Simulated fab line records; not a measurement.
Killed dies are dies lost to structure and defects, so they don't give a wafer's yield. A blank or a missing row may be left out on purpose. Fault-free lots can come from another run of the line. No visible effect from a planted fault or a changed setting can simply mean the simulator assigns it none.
Which tool did it? || flow n5_finfet || 72 wafers from 24 lots sampled at 4 of the route's 1938 steps

WHAT EACH GAUGE READ, for each wafer
N5_FIN_SAQP_CD_MEAS_27 targets a cd of 20 nm.
{"lot": "L074", "measured": "day 2 00:40", "on": "cd_sem-02", "cd_nm (nm)": "20.24 20.55 20.82"}
{"lot": "L075", "measured": "day 2 07:38", "on": "cd_sem-02", "cd_nm (nm)": "20.33 20.33 20.48"}
{"lot": "L076", "measured": "day 2 11:35", "on": "cd_sem-02", "cd_nm (nm)": "20.53 20.74 20.42"}
{"lot": "L077", "measured": "day 2 17:44", "on": "cd_sem-01", "cd_nm (nm)": "20.22 20.25 20.47"}
{"lot": "L078", "measured": "day 2 23:51", "on": "cd_sem-01", "cd_nm (nm)": "20.19 20.62 20.03"}
{"lot": "L079", "measured": "day 3 06:34", "on": "cd_sem-01", "cd_nm (nm)": "20.52 20.44 20.32"}
{"lot": "L080", "measured": "day 3 12:56", "on": "cd_sem-02", "cd_nm (nm)": "20.03 20.59 20.08"}
{"lot": "L081", "measured": "day 3 19:23", "on": "cd_sem-01", "cd_nm (nm)": "20.13 20.20 20.11"}
{"lot": "L082", "measured": "day 4 00:15", "on": "cd_sem-03", "cd_nm (nm)": "20.43 20.12 20.47"}
{"lot": "L083", "measured": "day 4 07:44", "on": "cd_sem-02", "cd_nm (nm)": "19.74 20.42 20.13"}
{"lot": "L084", "measured": "day 4 12:41", "on": "cd_sem-02", "cd_nm (nm)": "20.21 20.25 20.61"}
{"lot": "L085", "measured": "day 4 17:59", "on": "cd_sem-03", "cd_nm (nm)": "20.21 20.23 20.07"}
{"lot": "L086", "measured": "day 5 00:52", "on": "cd_sem-02", "cd_nm (nm)": "20.61 20.62 20.73"}
{"lot": "L087", "measured": "day 5 06:23", "on": "cd_sem-02", "cd_nm (nm)": "20.11 20.71 20.29"}
{"lot": "L088", "measured": "day 5 11:37", "on": "cd_sem-02", "cd_nm (nm)": "19.95 20.44 20.16"}
{"lot": "L089", "measured": "day 5 18:53", "on": "cd_sem-03", "cd_nm (nm)": "19.99 20.51 20.35"}
{"lot": "L090", "measured": "day 6 01:47", "on": "cd_sem-03", "cd_nm (nm)": "20.25 20.33 20.34"}
{"lot": "L091", "measured": "day 6 06:40", "on": "cd_sem-02", "cd_nm (nm)": "20.42 20.44 20.34"}
{"lot": "L092", "measured": "day 6 13:23", "on": "cd_sem-02", "cd_nm (nm)": "20.26 20.52 20.28"}
{"lot": "L093", "measured": "day 6 18:07", "on": "cd_sem-02", "cd_nm (nm)": "20.26 20.65 20.23"}
{"lot": "L094", "measured": "day 6 23:56", "on": "cd_sem-03", "cd_nm (nm)": "20.38 20.44 20.70"}
{"lot": "L095", "measured": "day 7 06:22", "on": "cd_sem-01", "cd_nm (nm)": "20.44 20.47 20.35"}
{"lot": "L096", "measured": "day 7 11:37", "on": "cd_sem-03", "cd_nm (nm)": "20.13 20.33 20.50"}
{"lot": "L097", "measured": "day 7 17:42", "on": "cd_sem-03", "cd_nm (nm)": "20.35 20.37 20.03"}

N5_FIN_CUT_OVL_MEAS_09.
{"lot": "L074", "measured": "day 2 03:32", "on": "overlay-02", "FIN_CUT_OVL (nm)": "0.1 -0.9 -0.6"}
{"lot": "L075", "measured": "day 2 10:43", "on": "overlay-02", "FIN_CUT_OVL (nm)": "-0.4 0.3 -0.2"}
{"lot": "L076", "measured": "day 2 14:15", "on": "overlay-01", "FIN_CUT_OVL (nm)": "-0.3 -0.2 -0.1"}
{"lot": "L077", "measured": "day 2 20:41", "on": "overlay-02", "FIN_CUT_OVL (nm)": "-0.2 0.2 -0.6"}
{"lot": "L078", "measured": "day 3 02:22", "on": "overlay-01", "FIN_CUT_OVL (nm)": "-1.0 -0.5 -0.3"}
{"lot": "L079", "measured": "day 3 09:41", "on": "overlay-02", "FIN_CUT_OVL (nm)": "-0.5 0.6 -1.2"}
{"lot": "L080", "measured": "day 3 15:52", "on": "overlay-02", "FIN_CUT_OVL (nm)": "-0.6 -0.7 0.5"}
{"lot": "L081", "measured": "day 3 22:11", "on": "overlay-01", "FIN_CUT_OVL (nm)": "-0.2 1.0 0.7"}
{"lot": "L082", "measured": "day 4 03:29", "on": "overlay-01", "FIN_CUT_OVL (nm)": "0.0 -1.0 -0.5"}
{"lot": "L083", "measured": "day 4 10:19", "on": "overlay-02", "FIN_CUT_OVL (nm)": "-0.5 -0.4 -0.3"}
{"lot": "L084", "measured": "day 4 16:20", "on": "overlay-02", "FIN_CUT_OVL (nm)": "0.2 -0.3 0.0"}
{"lot": "L085", "measured": "day 4 20:37", "on": "overlay-02", "FIN_CUT_OVL (nm)": "0.7 -0.1 0.2"}
{"lot": "L086", "measured": "day 5 03:22", "on": "overlay-01", "FIN_CUT_OVL (nm)": "-0.2 0.4 1.6"}
{"lot": "L087", "measured": "day 5 09:12", "on": "overlay-01", "FIN_CUT_OVL (nm)": "0.7 1.0 0.0"}
{"lot": "L088", "measured": "day 5 14:06", "on": "overlay-01", "FIN_CUT_OVL (nm)": "0.3 0.8 1.0"}
{"lot": "L089", "measured": "day 5 21:33", "on": "overlay-02", "FIN_CUT_OVL (nm)": "0.0 0.3 0.3"}
{"lot": "L090", "measured": "day 6 04:24", "on": "overlay-02", "FIN_CUT_OVL (nm)": "0.0 0.2 0.8"}
{"lot": "L091", "measured": "day 6 09:37", "on": "overlay-02", "FIN_CUT_OVL (nm)": "-0.6 -1.7 -0.9"}
{"lot": "L092", "measured": "day 6 15:52", "on": "overlay-01", "FIN_CUT_OVL (nm)": "-0.3 -1.3 -0.3"}
{"lot": "L093", "measured": "day 6 20:59", "on": "overlay-01", "FIN_CUT_OVL (nm)": "-0.3 0.5 0.3"}
{"lot": "L094", "measured": "day 7 02:58", "on": "overlay-01", "FIN_CUT_OVL (nm)": "1.0 -0.3 -0.6"}
{"lot": "L095", "measured": "day 7 09:19", "on": "overlay-02", "FIN_CUT_OVL (nm)": "0.0 -0.9 -0.4"}
{"lot": "L096", "measured": "day 7 14:33", "on": "overlay-02", "FIN_CUT_OVL (nm)": "-0.2 -1.3 -1.5"}
{"lot": "L097", "measured": "day 7 20:10", "on": "overlay-02", "FIN_CUT_OVL (nm)": "-0.4 0.3 0.9"}

EACH LOT AND THE TOOL THAT RAN IT (in order: tool; ch and the chambers of the sampled wafers; start)
{"lot": "L074", "N5_FIN_SAQP_RECESS_63": "vapor_etch-02 ch 1, day 2 00:56", "N5_FIN_SAQP_ETCH_64": "rie_si-01 ch 0,2, day 2 02:45"}
{"lot": "L075", "N5_FIN_SAQP_RECESS_63": "vapor_etch-02 ch 0,1, day 2 07:59", "N5_FIN_SAQP_ETCH_64": "rie_si-03 ch 0,2,3, day 2 10:07"}
{"lot": "L076", "N5_FIN_SAQP_RECESS_63": "vapor_etch-01 ch 1, day 2 11:54", "N5_FIN_SAQP_ETCH_64": "rie_si-01 ch 1,2, day 2 13:31"}
{"lot": "L077", "N5_FIN_SAQP_RECESS_63": "vapor_etch-01 ch 1, day 2 18:21", "N5_FIN_SAQP_ETCH_64": "rie_si-03 ch 0,1,2, day 2 20:04"}
{"lot": "L078", "N5_FIN_SAQP_RECESS_63": "vapor_etch-02 ch 0,1, day 3 00:07", "N5_FIN_SAQP_ETCH_64": "rie_si-01 ch 0,2, day 3 01:46"}
{"lot": "L079", "N5_FIN_SAQP_RECESS_63": "vapor_etch-02 ch 0,1, day 3 06:57", "N5_FIN_SAQP_ETCH_64": "rie_si-01 ch 0,1,3, day 3 08:52"}
{"lot": "L080", "N5_FIN_SAQP_RECESS_63": "vapor_etch-02 ch 0,1, day 3 13:26", "N5_FIN_SAQP_ETCH_64": "rie_si-03 ch 1,2,3, day 3 15:07"}
{"lot": "L081", "N5_FIN_SAQP_RECESS_63": "vapor_etch-02 ch 0,1, day 3 19:50", "N5_FIN_SAQP_ETCH_64": "rie_si-01 ch 0,2,3, day 3 21:32"}
{"lot": "L082", "N5_FIN_SAQP_RECESS_63": "vapor_etch-01 ch 1, day 4 00:38", "N5_FIN_SAQP_ETCH_64": "rie_si-01 ch 0,1,3, day 4 02:52"}
{"lot": "L083", "N5_FIN_SAQP_RECESS_63": "vapor_etch-02 ch 0,1, day 4 08:00", "N5_FIN_SAQP_ETCH_64": "rie_si-03 ch 2,3, day 4 09:42"}
{"lot": "L084", "N5_FIN_SAQP_RECESS_63": "vapor_etch-01 ch 1, day 4 12:57", "N5_FIN_SAQP_ETCH_64": "rie_si-03 ch 0,2,3, day 4 15:44"}
{"lot": "L085", "N5_FIN_SAQP_RECESS_63": "vapor_etch-01 ch 0,1, day 4 18:16", "N5_FIN_SAQP_ETCH_64": "rie_si-06 ch 0,1,2, day 4 20:01"}
{"lot": "L086", "N5_FIN_SAQP_RECESS_63": "vapor_etch-01 ch 1, day 5 01:07", "N5_FIN_SAQP_ETCH_64": "rie_si-06 ch 1,2, day 5 02:46"}
{"lot": "L087", "N5_FIN_SAQP_RECESS_63": "vapor_etch-01 ch 0,1, day 5 06:41", "N5_FIN_SAQP_ETCH_64": "rie_si-01 ch 0,1,3, day 5 08:34"}
{"lot": "L088", "N5_FIN_SAQP_RECESS_63": "vapor_etch-02 ch 0,1, day 5 11:53", "N5_FIN_SAQP_ETCH_64": "rie_si-01 ch 1,2,3, day 5 13:29"}
{"lot": "L089", "N5_FIN_SAQP_RECESS_63": "vapor_etch-02 ch 0,1, day 5 19:21", "N5_FIN_SAQP_ETCH_64": "rie_si-03 ch 0,2,3, day 5 20:56"}
{"lot": "L090", "N5_FIN_SAQP_RECESS_63": "vapor_etch-01 ch 0,1, day 6 02:03", "N5_FIN_SAQP_ETCH_64": "rie_si-03 ch 0,2,3, day 6 03:47"}
{"lot": "L091", "N5_FIN_SAQP_RECESS_63": "vapor_etch-02 ch 0,1, day 6 07:03", "N5_FIN_SAQP_ETCH_64": "rie_si-06 ch 1,2, day 6 09:01"}
{"lot": "L092", "N5_FIN_SAQP_RECESS_63": "vapor_etch-01 ch 0,1, day 6 13:46", "N5_FIN_SAQP_ETCH_64": "rie_si-03 ch 1,2,3, day 6 15:14"}
{"lot": "L093", "N5_FIN_SAQP_RECESS_63": "vapor_etch-02 ch 0,1, day 6 18:48", "N5_FIN_SAQP_ETCH_64": "rie_si-01 ch 1,2, day 6 20:23"}
{"lot": "L094", "N5_FIN_SAQP_RECESS_63": "vapor_etch-02 ch 0,1, day 7 00:29", "N5_FIN_SAQP_ETCH_64": "rie_si-01 ch 1,3, day 7 02:21"}
{"lot": "L095", "N5_FIN_SAQP_RECESS_63": "vapor_etch-02 ch 0,1, day 7 06:38", "N5_FIN_SAQP_ETCH_64": "rie_si-03 ch 0,2,3, day 7 08:35"}
{"lot": "L096", "N5_FIN_SAQP_RECESS_63": "vapor_etch-02 ch 0,1, day 7 11:53", "N5_FIN_SAQP_ETCH_64": "rie_si-06 ch 0,2, day 7 13:57"}
{"lot": "L097", "N5_FIN_SAQP_RECESS_63": "vapor_etch-02 ch 0,1, day 7 17:58", "N5_FIN_SAQP_ETCH_64": "rie_si-01 ch 0,2, day 7 19:34"}
- N5_FIN_SAQP_RECESS_63: chemistry HF/NH3, target SiO2, target depth 18 nm, afs cycles 3, sublimation time 60 s.
- N5_FIN_SAQP_ETCH_64: etches SiO2 in CF4, target depth 1.5 nm.

AS READ BY THE TOOLS THEMSELVES (means over the sampled wafers that have a number; for cases with no such wafer, the mark the record gives instead)
N5_FIN_SAQP_RECESS_63.
{"lot": "L074", "tool": "vapor_etch-02", "drypump_motor_current_A (A)": 5.8}
{"lot": "L075", "tool": "vapor_etch-02", "drypump_motor_current_A (A)": 5.7}
{"lot": "L076", "tool": "vapor_etch-01", "drypump_motor_current_A (A)": 5.4}
{"lot": "L077", "tool": "vapor_etch-01", "drypump_motor_current_A (A)": 5.4}
{"lot": "L078", "tool": "vapor_etch-02", "drypump_motor_current_A (A)": 5.7}
{"lot": "L079", "tool": "vapor_etch-02", "drypump_motor_current_A (A)": 5.8}
{"lot": "L080", "tool": "vapor_etch-02", "drypump_motor_current_A (A)": 5.8}
{"lot": "L081", "tool": "vapor_etch-02", "drypump_motor_current_A (A)": 5.7}
{"lot": "L082", "tool": "vapor_etch-01", "drypump_motor_current_A (A)": 5.4}
{"lot": "L083", "tool": "vapor_etch-02", "drypump_motor_current_A (A)": 5.8}
{"lot": "L084", "tool": "vapor_etch-01", "drypump_motor_current_A (A)": 5.4}
{"lot": "L085", "tool": "vapor_etch-01", "drypump_motor_current_A (A)": 5.2}
{"lot": "L086", "tool": "vapor_etch-01", "drypump_motor_current_A (A)": 5.4}
{"lot": "L087", "tool": "vapor_etch-01", "drypump_motor_current_A (A)": 5.2}
{"lot": "L088", "tool": "vapor_etch-02", "drypump_motor_current_A (A)": 5.7}
{"lot": "L089", "tool": "vapor_etch-02", "drypump_motor_current_A (A)": 5.7}
{"lot": "L090", "tool": "vapor_etch-01", "drypump_motor_current_A (A)": 5.1}
{"lot": "L091", "tool": "vapor_etch-02", "drypump_motor_current_A (A)": 5.8}
{"lot": "L092", "tool": "vapor_etch-01", "drypump_motor_current_A (A)": 5.2}
{"lot": "L093", "tool": "vapor_etch-02", "drypump_motor_current_A (A)": 5.7}
{"lot": "L094", "tool": "vapor_etch-02", "drypump_motor_current_A (A)": 5.7}
{"lot": "L095", "tool": "vapor_etch-02", "drypump_motor_current_A (A)": 5.8}
{"lot": "L096", "tool": "vapor_etch-02", "drypump_motor_current_A (A)": 5.8}
{"lot": "L097", "tool": "vapor_etch-02", "drypump_motor_current_A (A)": 5.8}

N5_FIN_SAQP_ETCH_64.
{"lot": "L074", "tool": "rie_si-01", "cf4_flow_sccm (sccm)": 80.22, "drypump_motor_current_A (A)": 5.5, "oes_product_au (a.u.)": 0.992, "throttle_valve_pct (%)": 21.71}
{"lot": "L075", "tool": "rie_si-03", "cf4_flow_sccm (sccm)": 79.98, "drypump_motor_current_A (A)": 5.8, "oes_product_au (a.u.)": 0.971, "throttle_valve_pct (%)": 21.74}
{"lot": "L076", "tool": "rie_si-01", "cf4_flow_sccm (sccm)": 79.91, "drypump_motor_current_A (A)": 5.5, "oes_product_au (a.u.)": 1.012, "throttle_valve_pct (%)": 21.91}
{"lot": "L077", "tool": "rie_si-03", "cf4_flow_sccm (sccm)": 79.83, "drypump_motor_current_A (A)": 6.0, "oes_product_au (a.u.)": 0.980, "throttle_valve_pct (%)": 21.86}
{"lot": "L078", "tool": "rie_si-01", "cf4_flow_sccm (sccm)": 79.99, "drypump_motor_current_A (A)": 5.5, "oes_product_au (a.u.)": 1.001, "throttle_valve_pct (%)": 21.72}
{"lot": "L079", "tool": "rie_si-01", "cf4_flow_sccm (sccm)": 80.21, "drypump_motor_current_A (A)": 5.6, "oes_product_au (a.u.)": 0.995, "throttle_valve_pct (%)": 21.71}
{"lot": "L080", "tool": "rie_si-03", "cf4_flow_sccm (sccm)": 79.73, "drypump_motor_current_A (A)": 5.9, "oes_product_au (a.u.)": 0.988, "throttle_valve_pct (%)": 21.92}
{"lot": "L081", "tool": "rie_si-01", "cf4_flow_sccm (sccm)": 80.17, "drypump_motor_current_A (A)": 5.7, "oes_product_au (a.u.)": 1.008, "throttle_valve_pct (%)": 21.89}
{"lot": "L082", "tool": "rie_si-01", "cf4_flow_sccm (sccm)": 79.96, "drypump_motor_current_A (A)": 5.6, "oes_product_au (a.u.)": 0.999, "throttle_valve_pct (%)": 21.71}
{"lot": "L083", "tool": "rie_si-03", "cf4_flow_sccm (sccm)": 79.87, "drypump_motor_current_A (A)": 5.9, "oes_product_au (a.u.)": 0.988, "throttle_valve_pct (%)": 21.86}
{"lot": "L084", "tool": "rie_si-03", "cf4_flow_sccm (sccm)": 79.93, "drypump_motor_current_A (A)": 5.8, "oes_product_au (a.u.)": 0.979, "throttle_valve_pct (%)": 21.75}
{"lot": "L085", "tool": "rie_si-06", "cf4_flow_sccm (sccm)": 80.02, "drypump_motor_current_A (A)": 6.1, "oes_product_au (a.u.)": 1.011, "throttle_valve_pct (%)": 21.65}
{"lot": "L086", "tool": "rie_si-06", "cf4_flow_sccm (sccm)": 80.12, "drypump_motor_current_A (A)": 5.9, "oes_product_au (a.u.)": 1.002, "throttle_valve_pct (%)": 21.81}
{"lot": "L087", "tool": "rie_si-01", "cf4_flow_sccm (sccm)": 80.15, "drypump_motor_current_A (A)": 5.6, "oes_product_au (a.u.)": 1.003, "throttle_valve_pct (%)": 21.71}
{"lot": "L088", "tool": "rie_si-01", "cf4_flow_sccm (sccm)": 80.04, "drypump_motor_current_A (A)": 5.7, "oes_product_au (a.u.)": 1.010, "throttle_valve_pct (%)": 21.89}
{"lot": "L089", "tool": "rie_si-03", "cf4_flow_sccm (sccm)": 80.26, "drypump_motor_current_A (A)": 5.8, "oes_product_au (a.u.)": 0.974, "throttle_valve_pct (%)": 21.76}
{"lot": "L090", "tool": "rie_si-03", "cf4_flow_sccm (sccm)": 80.05, "drypump_motor_current_A (A)": 5.8, "oes_product_au (a.u.)": 0.986, "throttle_valve_pct (%)": 21.76}
{"lot": "L091", "tool": "rie_si-06", "cf4_flow_sccm (sccm)": 79.93, "drypump_motor_current_A (A)": 5.9, "oes_product_au (a.u.)": 1.005, "throttle_valve_pct (%)": 21.81}
{"lot": "L092", "tool": "rie_si-03", "cf4_flow_sccm (sccm)": 80.08, "drypump_motor_current_A (A)": 5.9, "oes_product_au (a.u.)": 0.995, "throttle_valve_pct (%)": 21.92}
{"lot": "L093", "tool": "rie_si-01", "cf4_flow_sccm (sccm)": 79.52, "drypump_motor_current_A (A)": 5.4, "oes_product_au (a.u.)": 1.024, "throttle_valve_pct (%)": 21.73}
{"lot": "L094", "tool": "rie_si-01", "cf4_flow_sccm (sccm)": 80.38, "drypump_motor_current_A (A)": 5.8, "oes_product_au (a.u.)": 1.006, "throttle_valve_pct (%)": 21.88}
{"lot": "L095", "tool": "rie_si-03", "cf4_flow_sccm (sccm)": 79.78, "drypump_motor_current_A (A)": 5.8, "oes_product_au (a.u.)": 0.975, "throttle_valve_pct (%)": 21.75}
{"lot": "L096", "tool": "rie_si-06", "cf4_flow_sccm (sccm)": 80.08, "drypump_motor_current_A (A)": 6.3, "oes_product_au (a.u.)": 1.013, "throttle_valve_pct (%)": 21.49}
{"lot": "L097", "tool": "rie_si-01", "cf4_flow_sccm (sccm)": 79.91, "drypump_motor_current_A (A)": 5.5, "oes_product_au (a.u.)": 1.005, "throttle_valve_pct (%)": 21.90}

THE ANSWER, worked out from the rows above alone
Rule: the usual values come from the lots themselves. The widest of any qualifying gaps counts: lots, ordered by their means at a reading, are off when they make up no more than a third of the lots, leave a main group of 4 or more, and stand apart from it by 3 or more times the standard deviation of that group's means. If all means in a main group match to the digits the tables above print for the reading, that group is not used. Also off: a lot with no number at a reading for which 4 or more lots have one. Any other lot the step has rows for is counted as sound. After the gauges, taken in route order, come the tools' own readings; for these a lot's mean is taken, as printed above. At the first step where some lot is off, the reading lying furthest off is the one used; lots without a number count as furthest.
Nothing can be told from this: no lot is off at any reading shown.

WHAT THE SIMULATOR HAD INSERTED
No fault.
